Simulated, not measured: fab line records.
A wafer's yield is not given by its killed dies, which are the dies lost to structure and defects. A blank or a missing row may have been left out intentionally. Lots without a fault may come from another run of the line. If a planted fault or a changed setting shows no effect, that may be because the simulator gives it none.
Split-lot study -- flow n5 finfet -- route with 1938 steps; 7 lots, 21 wafers read

== THE SPLIT ==
At N5_HKMG_FIN_ETCH_55 (etches SOC in N2/H2, target depth 240 nm, time 300 s), the setting bias w was moved away from the recipe's 150 W on 7 of the 21 wafers read, by -6.5% to +15.7%. All remaining wafers had this setting at the recipe value.

The reading is taken at the split's own step.

== THE READING ==
rf vpp V, in V, at N5_HKMG_FIN_ETCH_55 (etches SOC in N2/H2, target depth 240 nm, time 300 s). Typical for fault-free wafers on this fab line: 523.2 V, with standard deviation 2.4 V.

wafer,"tool, chamber at the split","bias w as run, W",against the recipe,"rf vpp V, V",against lot-mates on the recipe
L074.2,"rie diel-01, 2",150,recipe,522.7,-
L074.4,"rie diel-01, 1",150,recipe,524.2,-
L074.6,"rie diel-01, 0",150,recipe,525.8,-
L075.2,"rie diel-02, 0",150,recipe,520.4,-
L075.4,"rie diel-02, 1",150,recipe,521.1,-
L075.6,"rie diel-02, 1",158.7,+5.8%,539.6,+18.9
L082.3,"rie diel-01, 1",150,recipe,523.3,-
L082.4,"rie diel-01, 2",165,+10.0%,554.8,+32.6
L082.6,"rie diel-01, 1",150,recipe,521.0,-
L084.3,"rie diel-01, 2",150,recipe,522.3,-
L084.4,"rie diel-01, 0",150,recipe,524.9,-
L084.6,"rie diel-01, 1",150,recipe,522.2,-
L086.1,"rie diel-06, 1",150,recipe,524.3,-
L086.2,"rie diel-06, 3",150,recipe,522.0,-
L086.6,"rie diel-06, 2",150,recipe,525.7,-
L093.1,"rie diel-06, 1",140.3,-6.5%,502.7,no lot-mate on the recipe
L093.2,"rie diel-06, 0",140.3,-6.5%,507.9,no lot-mate on the recipe
L093.4,"rie diel-06, 3",140.3,-6.5%,500.4,no lot-mate on the recipe
L095.1,"rie diel-02, 3",150,recipe,519.3,-
L095.4,"rie diel-02, 2",173.5,+15.7%,579.6,+60.3
L095.6,"rie diel-02, 2",173.5,+15.7%,577.6,+58.3

FIT RESULTS
A straight line over all 21 wafers: rf vpp V changes by +3.37 V for each +1% of bias w; r = +0.99; the points scatter about the line by 2.6 V.
The same after taking each lot's own level away (the mean of its wafers on the recipe; 18 wafers): +3.69 V for each +1%; r = +1.00; scatter 1.8 V.
That fit puts the effect of the largest move of bias w on the reading at 58 V.
From 519.30 to 524.23 V: that is the span of the lots' own levels, equal to 2.1 times the standard deviation above.
The two slopes agree, so the slope changes little with the lot-to-lot level.
Check: with one of the wafers moved furthest among these (+15.7%) left out of the fit, the line predicts +55.8 V for it against its lot-mates. It came out at +60.3 V against them.
Tool readings at the split's step, against how far the setting was moved: rf vpp V r = +0.99.

== FURTHER SPLITS ON THESE WAFERS ==
Note: prior to the reading, these wafers also went through further splits. Each is held against what the fit with the lots' levels taken away leaves over:
other split on the same wafers,wafers away from the commonest value,r with rf vpp V (lot level and that fit taken away)
N5_PMOS_HMC_CHANNEL_EPI_PEB_07 peb temp c,6,+0.25
N5_PMOS_HMC_CHANNEL_EPI_DEVELOP_08 develop time s,4,+0.28
N5_FIN_SAQP_PECVD_06 time s,9,-0.26
N5_FIN_SAQP_DEVELOP_15 develop time s,8,-0.08
N5_FIN_CUT_CUT_ETCH_15 time s,7,+0.03
N5_SD_EPI_N_EXPOSE_06 dose mj,8,-0.14
N5_SD_EPI_N_DESCUM_14 time s,5,-0.10
N5_SDB_ETCH_17 bias w,9,+0.23

== THE WHOLE CHAIN: every reading that the file lists as answering this split, in the file's order ==
step,what it does,reading,change (the file's fit),r (the file's)
N5_HKMG_FIN_ETCH_55,"etches SOC in N2/H2, target depth 240 nm, time 300 s",rf vpp V,+3.6 V for each +1% of the setting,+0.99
N5_HKMG_FIN_ETCH_55,"etches SOC in N2/H2, target depth 240 nm, time 300 s","SiARC_of_HKMG_FIN_COAT_42.thk nm (the simulator's own value, which no gauge read)",-0.174 nm for each +1% of the setting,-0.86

== THE FILE'S OWN FIT ==
rf vpp V changes by +3.6 V for each +1% of bias w, r = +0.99.
